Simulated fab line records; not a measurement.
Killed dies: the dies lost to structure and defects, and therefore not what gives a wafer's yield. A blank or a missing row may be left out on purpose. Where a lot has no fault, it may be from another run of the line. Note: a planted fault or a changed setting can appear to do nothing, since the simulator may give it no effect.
Which tool did it?    flow n5Finfet    18 lots with 54 wafers sampled at 6 steps, on a route of 1938 steps

## WHAT EACH GAUGE READ, for each wafer
Not one reading of a measure or inspect step in the record can be checked against a usual standard deviation.

## TOOL THAT RAN EACH LOT (tool first, then ch and the chambers of the sampled wafers, then the start)
lot   N5_FIN_CUT_CUT_ETCH_27            N5_FIN_CUT_STRIP_22               N5_STI_FIN_REVEAL_ALD_14         N5_STI_FIN_REVEAL_STRIP_24        N5_DUMMY_GATE_ETCH_31             N5_SD_EPI_N_ETCH_16
L074  rieDiel-02 ch 0,1,3, day 2 03:37  rieDiel-04 ch 0,2,3, day 2 05:12  aldSin-03 ch 0,1,3, day 2 05:28  rieDiel-05 ch 0,1,2, day 2 11:07  rieDiel-03 ch 1,2,3, day 3 00:13  rieDiel-06 ch 0,1,2, day 3 02:34
L075  rieDiel-04 ch 1,2, day 2 09:50    rieDiel-02 ch 0,3, day 2 10:07    aldSin-02 ch 0,1,2, day 2 10:55  rieDiel-05 ch 0,1,3, day 2 17:23  rieDiel-04 ch 1,2, day 3 05:58    rieDiel-01 ch 0,3, day 3 08:24
L077  rieDiel-04 ch 0,1, day 2 21:31    rieDiel-03 ch 1,2, day 2 21:47    aldSin-02 ch 0,1,2, day 2 22:07  rieDiel-01 ch 0,3, day 3 03:47    rieDiel-03 ch 2,3, day 3 16:58    rieDiel-06 ch 1,2, day 3 20:11
L078  rieDiel-03 ch 2,3, day 3 03:26    rieDiel-04 ch 1,2,3, day 3 03:43  aldSin-04 ch 0,1,3, day 3 04:00  rieDiel-01 ch 2,3, day 3 09:43    rieDiel-03 ch 2,3, day 3 21:55    rieDiel-05 ch 0,1,2, day 4 00:35
L079  rieDiel-03 ch 0,2, day 3 09:32    rieDiel-04 ch 0,1,2, day 3 09:57  aldSin-02 ch 0,1,2, day 3 10:12  rieDiel-01 ch 1,2,3, day 3 15:49  rieDiel-02 ch 0,1, day 4 03:50    rieDiel-06 ch 1,2, day 4 06:45
L081  rieDiel-02 ch 0,2, day 3 21:17    rieDiel-03 ch 2,3, day 3 21:34    aldSin-02 ch 1,3, day 3 22:04    rieDiel-06 ch 1,2, day 4 03:41    rieDiel-03 ch 0,3, day 4 16:19    rieDiel-01 ch 2,3, day 4 18:52
L082  rieDiel-04 ch 2,3, day 4 05:20    rieDiel-03 ch 0,2, day 4 05:40    aldSin-03 ch 0,1,3, day 4 05:55  rieDiel-06 ch 0,1,2, day 4 11:32  rieDiel-04 ch 0,2, day 5 01:23    rieDiel-01 ch 0,1,3, day 5 06:15
L083  rieDiel-02 ch 0,3, day 4 10:15    rieDiel-04 ch 1,2, day 4 10:32    aldSin-04 ch 1,2, day 4 10:50    rieDiel-05 ch 0,1,3, day 4 17:17  rieDiel-03 ch 1,3, day 5 07:46    rieDiel-01 ch 0,1,3, day 5 10:17
L085  rieDiel-02 ch 1,2,3, day 4 23:56  rieDiel-02 ch 0,1,2, day 5 00:13  aldSin-04 ch 1,2,3, day 5 00:33  rieDiel-06 ch 1,2,3, day 5 06:13  rieDiel-03 ch 0,2,3, day 5 20:37  rieDiel-06 ch 2,3, day 5 22:58
L086  rieDiel-02 ch 0,2,3, day 5 03:32  rieDiel-04 ch 0,1,2, day 5 03:48  aldSin-03 ch 0,1,2, day 5 05:08  rieDiel-01 ch 0,1,2, day 5 10:46  rieDiel-04 ch 1,2,3, day 6 03:26  rieDiel-05 ch 0,1,2, day 6 05:53
L087  rieDiel-02 ch 0,1,2, day 5 11:43  rieDiel-03 ch 1,3, day 5 11:59    aldSin-04 ch 1,2,3, day 5 12:14  rieDiel-01 ch 2,3, day 5 17:52    rieDiel-03 ch 0,1,3, day 6 07:12  rieDiel-01 ch 0,2, day 6 09:31
L088  rieDiel-04 ch 1,2,3, day 5 15:24  rieDiel-04 ch 0,2, day 5 15:40    aldSin-04 ch 2,3, day 5 15:55    rieDiel-01 ch 0,2, day 5 21:38    rieDiel-04 ch 0,1, day 6 09:58    rieDiel-06 ch 2,3, day 6 12:34
L089  rieDiel-03 ch 0,1,3, day 5 22:07  rieDiel-03 ch 0,2,3, day 5 22:23  aldSin-03 ch 0,1,2, day 5 22:37  rieDiel-01 ch 0,2,3, day 6 04:19  rieDiel-03 ch 1,2,3, day 6 16:43  rieDiel-06 ch 1,2,3, day 6 20:09
L090  rieDiel-03 ch 0,1,3, day 6 03:28  rieDiel-04 ch 1,2, day 6 03:44    aldSin-03 ch 0,1,2, day 6 04:03  rieDiel-06 ch 1,2,3, day 6 10:16  rieDiel-04 ch 1,2,3, day 6 23:01  rieDiel-05 ch 0,1, day 7 01:27
L091  rieDiel-04 ch 1,2,3, day 6 09:30  rieDiel-04 ch 1,2, day 6 09:46    aldSin-04 ch 0,1, day 6 10:01    rieDiel-06 ch 1,3, day 6 16:17    rieDiel-03 ch 0,1,2, day 7 04:21  rieDiel-01 ch 0,2, day 7 06:40
L092  rieDiel-02 ch 1,2,3, day 6 15:48  rieDiel-02 ch 1,2,3, day 6 16:04  aldSin-03 ch 1,2,3, day 6 16:19  rieDiel-06 ch 0,1,3, day 6 21:58  rieDiel-04 ch 1,2,3, day 7 10:27  rieDiel-06 ch 0,2,3, day 7 12:53
L093  rieDiel-03 ch 1,2,3, day 6 22:00  rieDiel-04 ch 0,3, day 6 22:23    aldSin-04 ch 0,1,2, day 6 22:56  rieDiel-05 ch 0,2,3, day 7 04:33  rieDiel-02 ch 0,1,2, day 7 17:05  rieDiel-01 ch 0,2,3, day 7 20:14
L097  rieDiel-02 ch 0,1,3, day 7 22:49  rieDiel-04 ch 1,2, day 7 23:05    aldSin-04 ch 1,2, day 7 23:20    rieDiel-05 ch 0,1,3, day 8 05:00  rieDiel-04 ch 0,1,2, day 8 20:37  rieDiel-05 ch 0,1, day 8 23:09
- N5_FIN_CUT_CUT_ETCH_27: etches SiO2 in CHF3/O2, target depth 4 nm, overetch 2 nm, time 4.9 s.
- N5_FIN_CUT_STRIP_22: strips in N2/H2.
- N5_STI_FIN_REVEAL_ALD_14: deposits Si3N4, target thk 3 nm.
- N5_STI_FIN_REVEAL_STRIP_24: strips in N2/H2, time 90 s.
- N5_DUMMY_GATE_ETCH_31: etches SiO2 in C4F6/O2, target depth 82.5 nm, time 27.5 s.
- N5_SD_EPI_N_ETCH_16: etches SiO2 in CHF3/O2, target depth 5 nm.

## AS READ BY THE TOOLS THEMSELVES (means over the sampled wafers that have a number; for cases with no such wafer, the mark the record gives instead)
N5_FIN_CUT_CUT_ETCH_27.
lot   tool        O2_flow_sccm (sccm)  biasW (W)  drypumpMotorCurrentA (A)  oes_f_703_au (a.u.)  oesProductAu (a.u.)  rfVppV (V)  showerheadPlenumPTorr (Torr)  throttleValvePct (%)
L074  rieDiel-02  4.993                170.0      6.0                       0.77                 0.62                 529         2.46                          18.78
L075  rieDiel-04  5.015                170.0      5.6                       0.80                 0.62                 519         2.45                          18.78
L077  rieDiel-04  4.985                169.6      6.2                       0.75                 0.59                 528         2.39                          19.05
L078  rieDiel-03  4.995                169.6      5.3                       0.76                 0.61                 521         2.38                          18.69
L079  rieDiel-03  5.013                170.0      5.5                       0.74                 0.59                 523         2.37                          18.69
L081  rieDiel-02  5.000                170.2      5.4                       0.80                 0.65                 529         2.50                          18.66
L082  rieDiel-04  4.996                170.0      5.6                       0.78                 0.61                 523         2.45                          18.79
L083  rieDiel-02  5.002                170.4      5.6                       0.78                 0.62                 533         2.52                          18.80
L085  rieDiel-02  4.992                169.8      6.3                       0.74                 0.58                 525         2.40                          18.77
L086  rieDiel-02  5.009                170.5      5.9                       0.75                 0.60                 529         2.47                          18.79
L087  rieDiel-02  4.998                170.0      5.8                       0.78                 0.63                 526         2.42                          18.67
L088  rieDiel-04  4.998                169.7      5.8                       0.76                 0.59                 525         2.48                          18.84
L089  rieDiel-03  4.998                170.1      5.9                       0.73                 0.57                 524         2.33                          18.95
L090  rieDiel-03  4.995                170.2      5.9                       0.73                 0.58                 523         2.33                          18.95
L091  rieDiel-04  4.995                169.6      5.8                       0.76                 0.58                 524         2.48                          18.84
L092  rieDiel-02  4.986                170.2      6.3                       0.73                 0.58                 525         2.40                          18.79
L093  rieDiel-03  5.010                170.1      5.7                       0.74                 0.58                 521         2.36                          18.82
L097  rieDiel-02  5.024                170.2      5.9                       0.74                 0.59                 528         2.44                          18.83

N5_FIN_CUT_STRIP_22.
lot   tool        drypumpMotorCurrentA (A)  oesProductAu (a.u.)  rfVppV (V)  showerheadPlenumPTorr (Torr)  throttleValvePct (%)
L074  rieDiel-04  5.9                       0.76                 55.2        3.36                          18.67
L075  rieDiel-02  5.6                       0.80                 53.8        3.51                          18.90
L077  rieDiel-03  5.7                       0.75                 52.5        3.36                          18.99
L078  rieDiel-04  5.8                       0.77                 53.2        3.46                          18.69
L079  rieDiel-04  5.9                       0.76                 53.7        3.35                          18.91
L081  rieDiel-03  5.3                       0.75                 53.0        3.31                          19.09
L082  rieDiel-03  5.7                       0.73                 53.3        3.25                          19.06
L083  rieDiel-04  5.8                       0.76                 53.5        3.45                          18.93
L085  rieDiel-02  5.8                       0.78                 54.2        3.38                          18.72
L086  rieDiel-04  5.9                       0.76                 53.8        3.35                          18.90
L087  rieDiel-03  5.7                       0.75                 51.4        3.25                          18.81
L088  rieDiel-04  6.1                       0.75                 55.8        3.24                          18.92
L089  rieDiel-03  5.5                       0.72                 53.9        3.25                          19.03
L090  rieDiel-04  5.6                       0.76                 52.7        3.40                          18.85
L091  rieDiel-04  5.7                       0.75                 53.4        3.40                          18.88
L092  rieDiel-02  6.3                       0.72                 53.4        3.35                          18.74
L093  rieDiel-04  6.1                       0.72                 55.2        3.38                          18.63
L097  rieDiel-04  5.6                       0.74                 54.5        3.40                          18.90

N5_STI_FIN_REVEAL_ALD_14.
lot   tool       heaterPowerOuterW (W)  heaterPowerW (W)
L074  aldSin-03  567                    907
L075  aldSin-02  508                    834
L077  aldSin-02  513                    823
L078  aldSin-04  457                    732
L079  aldSin-02  516                    839
L081  aldSin-02  584                    870
L082  aldSin-03  559                    884
L083  aldSin-04  562                    909
L085  aldSin-04  547                    850
L086  aldSin-03  585                    931
L087  aldSin-04  543                    861
L088  aldSin-04  522                    804
L089  aldSin-03  582                    923
L090  aldSin-03  596                    930
L091  aldSin-04  478                    789
L092  aldSin-03  602                    920
L093  aldSin-04  523                    843
L097  aldSin-04  573                    908

N5_STI_FIN_REVEAL_STRIP_24.
lot   tool        drypumpMotorCurrentA (A)  oesProductAu (a.u.)  rfVppV (V)  showerheadPlenumPTorr (Torr)  throttleValvePct (%)
L074  rieDiel-05  5.8                       0.77                 45.9        3.48                          12.30
L075  rieDiel-05  6.0                       0.85                 45.1        3.50                          12.06
L077  rieDiel-01  5.2                       0.81                 45.2        3.42                          12.29
L078  rieDiel-01  5.8                       0.77                 45.4        3.51                          12.39
L079  rieDiel-01  5.8                       0.74                 45.5        3.45                          12.46
L081  rieDiel-06  5.7                       0.75                 44.7        3.41                          12.05
L082  rieDiel-06  5.6                       0.80                 45.8        3.39                          12.08
L083  rieDiel-05  6.0                       0.81                 45.6        3.49                          12.10
L085  rieDiel-06  5.9                       0.75                 46.0        3.41                          12.22
L086  rieDiel-01  5.7                       0.77                 45.1        3.37                          12.30
L087  rieDiel-01  5.8                       0.75                 44.7        3.50                          12.43
L088  rieDiel-01  5.5                       0.83                 44.6        3.36                          12.13
L089  rieDiel-01  5.5                       0.79                 44.6        3.42                          12.31
L090  rieDiel-06  5.9                       0.73                 45.6        3.40                          12.25
L091  rieDiel-06  5.4                       0.76                 45.8        3.37                          12.12
L092  rieDiel-06  5.3                       0.80                 44.9        3.35                          12.15
L093  rieDiel-05  5.8                       0.75                 45.0        3.46                          12.24
L097  rieDiel-05  6.0                       0.78                 44.6        3.48                          12.18

N5_DUMMY_GATE_ETCH_31.
lot   tool        O2_flow_sccm (sccm)  biasW (W)  drypumpMotorCurrentA (A)  oes_f_703_au (a.u.)  oesProductAu (a.u.)  rfVppV (V)  showerheadPlenumPTorr (Torr)  throttleValvePct (%)
L074  rieDiel-03  10.00                184.3      5.7                       0.760                0.755                663         2.81                          21.11
L075  rieDiel-04  10.01                185.3      5.6                       0.795                0.780                660         2.90                          21.10
L077  rieDiel-03  9.97                 184.7      5.3                       0.754                0.756                662         2.81                          21.03
L078  rieDiel-03  10.03                184.9      5.3                       0.763                0.755                662         2.77                          21.17
L079  rieDiel-02  9.97                 184.9      5.5                       0.803                0.818                673         2.92                          21.04
L081  rieDiel-03  9.95                 185.0      5.7                       0.722                0.725                666         2.73                          21.34
L082  rieDiel-04  9.99                 185.0      6.0                       0.752                0.759                670         2.77                          21.39
L083  rieDiel-03  9.96                 185.8      5.7                       0.754                0.745                663         2.77                          21.28
L085  rieDiel-03  10.00                185.0      5.5                       0.726                0.729                663         2.76                          21.20
L086  rieDiel-04  10.01                185.0      5.8                       0.765                0.744                665         2.93                          21.16
L087  rieDiel-03  10.00                185.0      5.9                       0.732                0.725                665         2.76                          21.28
L088  rieDiel-04  10.01                185.2      6.2                       0.738                0.731                670         2.81                          21.44
L089  rieDiel-03  9.98                 185.3      5.7                       0.740                0.724                662         2.79                          21.13
L090  rieDiel-04  9.99                 184.9      5.8                       0.760                0.734                664         2.93                          21.17
L091  rieDiel-03  10.00                185.4      5.9                       0.720                0.718                664         2.79                          21.15
L092  rieDiel-04  10.00                184.4      5.8                       0.752                0.732                665         2.92                          21.18
L093  rieDiel-02  10.00                184.4      5.8                       0.764                0.766                667         2.86                          21.02
L097  rieDiel-04  9.99                 185.6      5.9                       0.747                0.732                664         2.84                          21.31

N5_SD_EPI_N_ETCH_16.
lot   tool        O2_flow_sccm (sccm)  biasW (W)  drypumpMotorCurrentA (A)  oes_f_703_au (a.u.)  oesProductAu (a.u.)  rfVppV (V)  showerheadPlenumPTorr (Torr)  throttleValvePct (%)
L074  rieDiel-06  5.009                170.0      5.6                       0.82                 0.83                 528         2.43                          18.85
L075  rieDiel-01  4.988                169.5      5.2                       0.79                 0.79                 535         2.46                          19.19
L077  rieDiel-06  4.995                169.7      6.1                       0.74                 0.74                 528         2.47                          18.94
L078  rieDiel-05  5.014                169.9      5.8                       0.75                 0.76                 537         2.48                          19.01
L079  rieDiel-06  5.015                170.0      6.1                       0.74                 0.74                 529         2.47                          18.95
L081  rieDiel-01  4.997                170.0      5.5                       0.76                 0.75                 530         2.50                          19.23
L082  rieDiel-01  4.997                170.2      5.4                       0.76                 0.77                 533         2.41                          19.13
L083  rieDiel-01  4.989                170.5      5.4                       0.75                 0.76                 532         2.41                          19.13
L085  rieDiel-06  4.993                170.3      6.3                       0.72                 0.72                 528         2.45                          19.04
L086  rieDiel-05  5.007                170.2      5.8                       0.73                 0.74                 536         2.48                          19.03
L087  rieDiel-01  4.990                170.0      5.5                       0.81                 0.82                 533         2.41                          18.93
L088  rieDiel-06  5.011                170.1      6.3                       0.72                 0.72                 529         2.45                          19.05
L089  rieDiel-06  4.998                170.1      5.8                       0.74                 0.74                 525         2.44                          18.99
L090  rieDiel-05  4.999                169.9      6.0                       0.76                 0.77                 538         2.48                          18.96
L091  rieDiel-01  4.993                170.3      5.5                       0.80                 0.82                 533         2.40                          18.95
L092  rieDiel-06  5.006                170.3      5.8                       0.77                 0.77                 529         2.41                          18.98
L093  rieDiel-01  5.003                169.2      5.5                       0.77                 0.77                 530         2.44                          19.11
L097  rieDiel-05  5.007                170.5      6.3                       0.71                 0.71                 532         2.43                          18.97

## THE ANSWER, worked out from the rows above alone
Rule: usual is defined by the lots themselves. The widest of any qualifying gaps counts: lots, ordered by their means at a reading, are off when they make up no more than a third of the lots, leave a main group of 4 or more, and stand apart from it by 3 or more times the standard deviation of that group's means. A main group whose means are all the same, to the digits that the tables above print for the reading, isn't used. Also off: a lot with no number at a reading for which 4 or more lots have one. Any other lot the step has rows for is counted as sound. Order of review: gauges by route order, followed by the tools' own readings, for which a lot's mean as printed above is used. At the first step where some lot is off, the reading lying furthest off is the one used; lots without a number count as furthest.
Nothing can be told from this: no lot is off at any reading shown.

## WHAT WAS PUT IN BY THE SIMULATOR
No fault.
